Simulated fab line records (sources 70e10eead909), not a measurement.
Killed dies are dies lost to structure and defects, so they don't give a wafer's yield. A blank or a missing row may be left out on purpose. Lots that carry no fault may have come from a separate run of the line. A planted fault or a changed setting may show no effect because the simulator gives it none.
Which tool did it?    flow nand harc    35 wafers from 12 lots sampled at 5 of the route's 1302 steps

== WHAT THE GAUGES READ, wafer by wafer ==
NHARC_A_CONTACT_CD_MEAS_53. Usual: cd nm 289.5 nm, standard deviation 0.9.
lot   measured      on         cd nm (nm)         flag
L554  day 21 13:34  cd sem-03  289.6 289.3 288.7  
L556  day 22 08:00  cd sem-02  290.9 290.3 290.2  
L558  day 23 00:22  cd sem-02  288.9 289.8 288.5  
L559  day 23 13:41  cd sem-03  289.9 289.4 289.7  
L561  day 24 13:41  cd sem-01  290.7 289.4 289.4  
L567  day 27 09:14  cd sem-01  288.6 288.8 288.4  
L570  day 27 18:47  cd sem-01  289.5 289.9 289.3  
L572  day 28 06:22  cd sem-01  289.7 289.6 290.4  
L571  day 28 09:16  cd sem-03  289.6 289.9        
L575  day 30 14:14  cd sem-02  289.2 289.0 289.4  
L576  day 30 15:58  cd sem-02  289.9 290.3 289.8  
L577  day 31 01:11  cd sem-01  290.1 289.7 289.8  

NHARC_A_CONTACT_OVL_MEAS_70. Usual: overlay x nm 0.0 nm, standard deviation 0.73; overlay y nm 0.2 nm, standard deviation 0.72.
lot   measured      on          overlay x nm (nm)  overlay y nm (nm)  flag
L554  day 21 20:47  overlay-01  0.0 -0.2 -0.6      -0.8 -0.7 -0.4     
L556  day 22 13:10  overlay-02  0.2 -0.1 0.4       0.2 -0.2 0.0       
L558  day 23 08:10  overlay-02  -0.4 0.4 -0.2      -1.1 -1.4 -1.7     
L559  day 23 20:25  overlay-01  0.7 1.0 1.0        0.1 0.2 0.6        
L561  day 24 20:19  overlay-01  -0.1 0.2 -0.6      0.4 0.0 0.0        
L567  day 27 17:19  overlay-01  0.0 -0.6 -0.7      0.1 -0.6 0.2       
L570  day 27 23:46  overlay-02  0.4 0.4 1.0        -0.2 0.3 0.4       
L572  day 28 11:51  overlay-02  -1.7 -1.6 -1.5     0.9 1.0 1.0        
L571  day 28 14:46  overlay-02  0.1 0.6            -0.3 -0.8          
L575  day 30 20:27  overlay-02  0.0 0.3 -0.4       -0.9 -0.5 -0.9     
L576  day 30 23:47  overlay-01  -1.2 -1.1 -1.5     -0.2 0.1 -0.1      
L577  day 31 07:37  overlay-02  0.8 0.3 0.3        1.5 1.2 0.8        

NHARC_END_SORT_01. Usual: killed at array 55, standard deviation 22; killed at other 1.1, standard deviation 1.4; killed at periphery 4, standard deviation 3.2; killed dies 59, standard deviation 22; killed open 3.3, standard deviation 1.8; killed short 2.5, standard deviation 1.5.
lot   measured      on         killed at array  killed at other  killed at periphery  killed dies  killed open  killed short  flag
L567  day 30 13:02  prober-01  64               1                12                   77           5            0             
L570  day 30 10:36  prober-02  39 27            1 0              7 11                 47 38        2 3          5 0           
L571  day 31 08:36  prober-01  89               5                2                    96           3            3             

== WHAT TOOL EACH LOT RAN ON (gives the tool, then ch and the chambers of the sampled wafers, and finally the start) ==
lot   NHARC_A_CONTACT_ETCH_102            NHARC_A_CONTACT_ETCH_75
L554  rie diel-12 ch 0,2,3, day 21 13:53  rie diel-13 ch 1,2,3, day 21 20:58
L556  rie diel-13 ch 0,1,2, day 22 08:26  rie diel-13 ch 1,2, day 22 13:22
L558  rie diel-12 ch 1,3, day 23 00:43    rie diel-13 ch 0,1, day 23 08:21
L559  rie diel-13 ch 0,1, day 23 13:58    rie diel-13 ch 1,3, day 23 20:36
L561  rie diel-13 ch 0,3, day 24 13:58    rie diel-06 ch 0,1, day 24 20:31
L567  rie diel-06 ch 0,1,2, day 27 09:32  rie diel-13 ch 1,2, day 27 17:29
L570  rie diel-13 ch 2,3, day 27 19:04    rie diel-13 ch 0,2,3, day 28 00:00
L572  rie diel-13 ch 0,1,3, day 28 06:39  rie diel-12 ch 1,2, day 28 12:05
L571  rie diel-12 ch 0,1, day 28 09:43    rie diel-13 ch 0,3, day 28 14:56
L575  rie diel-06 ch 2,3, day 30 14:32    rie diel-13 ch 0,3, day 30 20:38
L576  rie diel-13 ch 0,2,3, day 30 16:16  rie diel-13 ch 1,3, day 30 23:58
L577  rie diel-13 ch 0,1, day 31 01:29    rie diel-13 ch 0,2,3, day 31 07:49
- NHARC_A_CONTACT_ETCH_102: etches the open film in CF4/O2, target depth 100 nm, overetch 10 nm, time 55 s.
- NHARC_A_CONTACT_ETCH_75: etches the open film in CF4, target depth 39 nm, time 65 s.

== WHAT THE TOOLS THEMSELVES READ (means of the sampled wafers that have a number; where no wafer has one, the mark that the record gives instead) ==
NHARC_A_CONTACT_ETCH_102. Usual: drypump motor current A 5.5 A, standard deviation 0.49; oes product au 1.002 a.u., standard deviation 0.012; rf vpp V 197.5 V, standard deviation 1.5; run length s 76.1 s, standard deviation 0.34; showerhead plenum p Torr 1.32 Torr, standard deviation 0.062; throttle valve pct 13.396 %, standard deviation 0.0084.
lot   tool         drypump motor current A (A)  oes product au (a.u.)  rf vpp V (V)  run length s (s)  showerhead plenum p Torr (Torr)  throttle valve pct (%)  flag
L554  rie diel-12  5.8                          0.999                  198.0         76.1              1.35                             13.393                  
L556  rie diel-13  5.3                          1.003                  197.8         76.0              1.32                             13.394                  
L558  rie diel-12  6.4                          1.017                  196.7         75.9              1.31                             13.397                  
L559  rie diel-13  5.3                          0.996                  198.1         75.9              1.35                             13.391                  
L561  rie diel-13  5.3                          0.992                  197.3         75.9              1.33                             13.400                  
L567  rie diel-06  5.2                          1.002                  197.4         76.1              1.32                             13.394                  
L570  rie diel-13  5.1                          0.999                  197.1         76.1              1.27                             13.402                  
L572  rie diel-13  5.5                          1.008                  197.3         76.2              1.33                             13.393                  
L571  rie diel-12  6.4                          1.010                  197.2         75.8              1.29                             13.395                  
L575  rie diel-06  5.1                          0.998                  197.7         76.4              1.34                             13.395                  
L576  rie diel-13  5.2                          0.998                  196.8         76.2              1.29                             13.397                  
L577  rie diel-13  5.5                          0.999                  197.6         76.2              1.36                             13.403                  

NHARC_A_CONTACT_ETCH_75. Usual: drypump motor current A 5.5 A, standard deviation 0.47; oes product au 1.000 a.u., standard deviation 0.0099; rf vpp V 150.8 V, standard deviation 1.1; run length s 86.2 s, standard deviation 0.39; showerhead plenum p Torr 1.74 Torr, standard deviation 0.072; throttle valve pct 13.285 %, standard deviation 0.0089.
lot   tool         drypump motor current A (A)  oes product au (a.u.)  rf vpp V (V)  run length s (s)  showerhead plenum p Torr (Torr)  throttle valve pct (%)  flag
L554  rie diel-13  5.4                          0.996                  151.7         86.5              1.74                             13.293                  
L556  rie diel-13  5.2                          1.005                  151.1         86.4              1.71                             13.279                  
L558  rie diel-13  5.5                          0.992                  151.6         86.2              1.80                             13.282                  
L559  rie diel-13  5.6                          0.993                  151.9         86.3              1.79                             13.284                  
L561  rie diel-06  5.3                          0.998                  150.7         86.1              1.74                             13.280                  
L567  rie diel-13  5.2                          0.993                  151.0         80.8              1.71                             13.282                  OFF
L570  rie diel-13  5.2                          1.003                  151.0         75.9              1.72                             13.284                  OFF
L572  rie diel-12  6.2                          1.009                  149.5         85.6              1.65                             13.290                  
L571  rie diel-13  5.4                          1.001                  150.1         78.5              1.74                             13.279                  OFF
L575  rie diel-13  5.3                          0.988                  150.3         85.8              1.75                             13.281                  
L576  rie diel-13  5.6                          1.003                  150.8         86.5              1.78                             13.301                  
L577  rie diel-13  5.2                          0.997                  150.0         86.3              1.71                             13.284                  

== THE ANSWER, worked out from the rows above alone ==
Rule: a lot is off if the mean of its wafers that have a number lies more than 3 standard deviations from the usual mean. A lot without any number at a reading at which 4 lots or more have one is off too. Where the step has rows for the other lots, those lots are counted as sound. First the gauges in route order, then the tools' own readings, where a lot's mean is used as printed above. At the first step where some lot is off, the reading lying furthest off is the one used; lots without a number count as furthest.
Off, at NHARC_A_CONTACT_ETCH_75 on run length s: L567, L570, L571.
If a tool, at that step or one of the process steps before it, ran each lot that is off and ran no sound lot following the first of them, it fits. Of those tried, none fits.

== WHAT WAS PUT IN BY THE SIMULATOR ==
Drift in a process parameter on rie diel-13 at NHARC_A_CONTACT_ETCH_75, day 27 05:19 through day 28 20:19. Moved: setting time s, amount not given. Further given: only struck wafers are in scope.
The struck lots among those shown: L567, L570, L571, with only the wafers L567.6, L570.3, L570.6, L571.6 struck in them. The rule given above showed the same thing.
